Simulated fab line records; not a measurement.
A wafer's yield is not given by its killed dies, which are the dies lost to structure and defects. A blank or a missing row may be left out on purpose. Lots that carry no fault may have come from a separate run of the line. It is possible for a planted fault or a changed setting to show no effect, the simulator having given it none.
Which tool did it? | flow nandHarc | Sampling: 24 lots, 72 wafers, 2 of 1159 route steps

## WHAT EACH GAUGE READ, for each wafer
NHARC_P_STI_CD_MEAS_09: target cd 200 nm. Usual: cdNm 200.0 nm, standard deviation 2.2.
lot  | measured    | on       | cdNm (nm)         | flag
L074 | day 2 12:09 | cdSem-03 | 201.1 196.3 199.3 | 
L075 | day 2 16:46 | cdSem-03 | 197.9 197.2 200.4 | 
L076 | day 3 02:11 | cdSem-01 | 197.9 200.0 201.1 | 
L077 | day 3 02:01 | cdSem-03 | 201.3 197.9 201.2 | 
L078 | day 3 13:04 | cdSem-01 | 201.0 203.0 204.2 | 
L079 | day 3 16:53 | cdSem-01 | 203.5 198.4 198.8 | 
L080 | day 3 22:53 | cdSem-02 | 199.4 202.5 200.3 | 
L081 | day 4 04:56 | cdSem-03 | 195.6 199.7 200.9 | 
L082 | day 4 12:34 | cdSem-02 | 197.6 201.2 194.2 | 
L083 | day 4 21:13 | cdSem-02 | 199.3 201.5 201.1 | 
L084 | day 4 21:23 | cdSem-02 | 201.2 202.5 203.0 | 
L085 | day 5 05:23 | cdSem-03 | 201.7 198.8 199.9 | 
L086 | day 5 13:53 | cdSem-02 | 198.4 201.4 199.7 | 
L087 | day 5 13:44 | cdSem-02 | 198.6 198.4 199.5 | 
L088 | day 5 22:49 | cdSem-03 | 199.0 200.4 199.3 | 
L089 | day 6 06:06 | cdSem-03 | 195.5 195.7 199.5 | 
L090 | day 6 11:09 | cdSem-03 | 203.4 201.3 200.4 | 
L091 | day 6 17:01 | cdSem-02 | 201.5 202.5 204.6 | 
L092 | day 7 00:10 | cdSem-03 | 197.5 199.1 199.9 | 
L093 | day 7 05:43 | cdSem-01 | 200.6 199.9 200.2 | 
L094 | day 7 11:12 | cdSem-03 | 200.7 200.5 198.8 | 
L095 | day 7 19:32 | cdSem-03 | 198.9 199.0 195.3 | 
L096 | day 7 19:29 | cdSem-02 | 199.0 198.7 200.2 | 
L097 | day 8 07:43 | cdSem-03 | 198.9 201.4 197.1 | 

## TOOL THAT RAN EACH LOT (tool first, then ch and the chambers of the sampled wafers, then the start)
lot  | NHARC_P_ZERO_WELL_ETCH_65
L074 | rieDiel-07 ch 0,1,3, day 1 13:29
L075 | rieDiel-07 ch 0,1,2, day 1 19:22
L076 | rieDiel-06 ch 1,2, day 2 01:29
L077 | rieDiel-07 ch 0,2, day 2 07:23
L078 | rieDiel-07 ch 0,1,2, day 2 13:32
L079 | rieDiel-07 ch 0,1,2, day 2 19:23
L080 | rieDiel-06 ch 1,2,3, day 3 01:31
L081 | rieDiel-12 ch 1,2, day 3 07:30
L082 | rieDiel-07 ch 1,2, day 3 13:29
L083 | rieDiel-07 ch 0,1, day 3 19:22
L084 | rieDiel-06 ch 0,1,2, day 4 01:30
L085 | rieDiel-06 ch 2,3, day 4 07:29
L086 | rieDiel-06 ch 0,2,3, day 4 13:34
L087 | rieDiel-07 ch 1,2,3, day 4 19:33
L088 | rieDiel-12 ch 0,2,3, day 5 01:21
L089 | rieDiel-06 ch 0,1, day 5 07:22
L090 | rieDiel-07 ch 2,3, day 5 13:29
L091 | rieDiel-07 ch 0,2,3, day 5 19:23
L092 | rieDiel-07 ch 0,1,2, day 6 01:35
L093 | rieDiel-07 ch 0,1, day 6 07:22
L094 | rieDiel-12 ch 0,1, day 6 13:29
L095 | rieDiel-07 ch 0,3, day 6 19:29
L096 | rieDiel-07 ch 0,2, day 7 01:30
L097 | rieDiel-12 ch 0,1,3, day 7 07:29
- NHARC_P_ZERO_WELL_ETCH_65: etches the open film in N2/H2, target depth 80 nm, overetch 24 nm, time 87.88 s.

## AS READ BY THE TOOLS THEMSELVES (means over the sampled wafers that have a number; for cases with no such wafer, the mark the record gives instead)
NHARC_P_ZERO_WELL_ETCH_65. Usual: drypumpMotorCurrentA 6.0 A, standard deviation 0.51; oesProductAu 1.000 a.u., standard deviation 0.01; rfVppV 431.4 V, standard deviation 2.6; showerheadPlenumPTorr 2.07 Torr, standard deviation 0.094; throttleValvePct 14.172 %, standard deviation 0.0088.
lot  | tool       | drypumpMotorCurrentA (A) | oesProductAu (a.u.) | rfVppV (V) | showerheadPlenumPTorr (Torr) | throttleValvePct (%) | flag
L074 | rieDiel-07 | 6.2                      | 1.002               | 431.9      | 2.06                         | 14.171               | 
L075 | rieDiel-07 | 6.3                      | 1.009               | 432.8      | 2.12                         | 14.175               | 
L076 | rieDiel-06 | 5.9                      | 0.992               | 427.2      | 1.92                         | 14.170               | 
L077 | rieDiel-07 | 6.4                      | 0.996               | 432.8      | 2.11                         | 14.174               | 
L078 | rieDiel-07 | 6.3                      | 1.005               | 433.2      | 2.12                         | 14.175               | 
L079 | rieDiel-07 | 6.3                      | 1.003               | 432.4      | 2.12                         | 14.175               | 
L080 | rieDiel-06 | 5.5                      | 1.008               | 427.8      | 1.92                         | 14.164               | 
L081 | rieDiel-12 | 5.2                      | 0.993               | 433.8      | 2.15                         | 14.172               | 
L082 | rieDiel-07 | 6.2                      | 0.991               | 433.9      | 2.15                         | 14.171               | 
L083 | rieDiel-07 | 6.5                      | 1.000               | 431.1      | 2.09                         | 14.170               | 
L084 | rieDiel-06 | 5.9                      | 1.002               | 429.1      | 2.00                         | 14.157               | 
L085 | rieDiel-06 | 5.4                      | 1.002               | 427.4      | 1.94                         | 14.176               | 
L086 | rieDiel-06 | 5.5                      | 1.000               | 428.9      | 2.00                         | 14.174               | 
L087 | rieDiel-07 | 6.1                      | 0.993               | 431.6      | 2.09                         | 14.177               | 
L088 | rieDiel-12 | 5.9                      | 1.001               | 434.2      | 2.16                         | 14.176               | 
L089 | rieDiel-06 | 5.9                      | 0.993               | 431.2      | 2.06                         | 14.178               | 
L090 | rieDiel-07 | 6.2                      | 0.991               | 431.4      | 2.09                         | 14.175               | 
L091 | rieDiel-07 | 6.4                      | 0.999               | 430.5      | 2.06                         | 14.174               | 
L092 | rieDiel-07 | 6.3                      | 1.006               | 432.1      | 2.12                         | 14.167               | 
L093 | rieDiel-07 | 6.4                      | 1.007               | 431.7      | 2.09                         | 14.165               | 
L094 | rieDiel-12 | 5.5                      | 0.986               | 433.5      | 2.10                         | 14.176               | 
L095 | rieDiel-07 | 6.3                      | 0.991               | 429.7      | 2.00                         | 14.179               | 
L096 | rieDiel-07 | 6.4                      | 0.997               | 432.0      | 2.11                         | 14.167               | 
L097 | rieDiel-12 | 5.7                      | 0.996               | 432.7      | 2.11                         | 14.165               | 

## THE ANSWER, worked out from the rows above alone
Rule: lot off if the mean of its wafers having a number is beyond 3 standard deviations from the usual mean. A lot without any number at a reading at which 4 lots or more have one is off too. Any other lot the step has rows for is counted as sound. Order of review: gauges by route order, followed by the tools' own readings, for which a lot's mean as printed above is used. The first step at which some lot is off is used, and at that step the reading that is off furthest; a lot without a number counts as furthest.
Across all readings shown, no lot is off: no conclusion can be drawn from this.

## WHAT THE SIMULATOR HAD INSERTED
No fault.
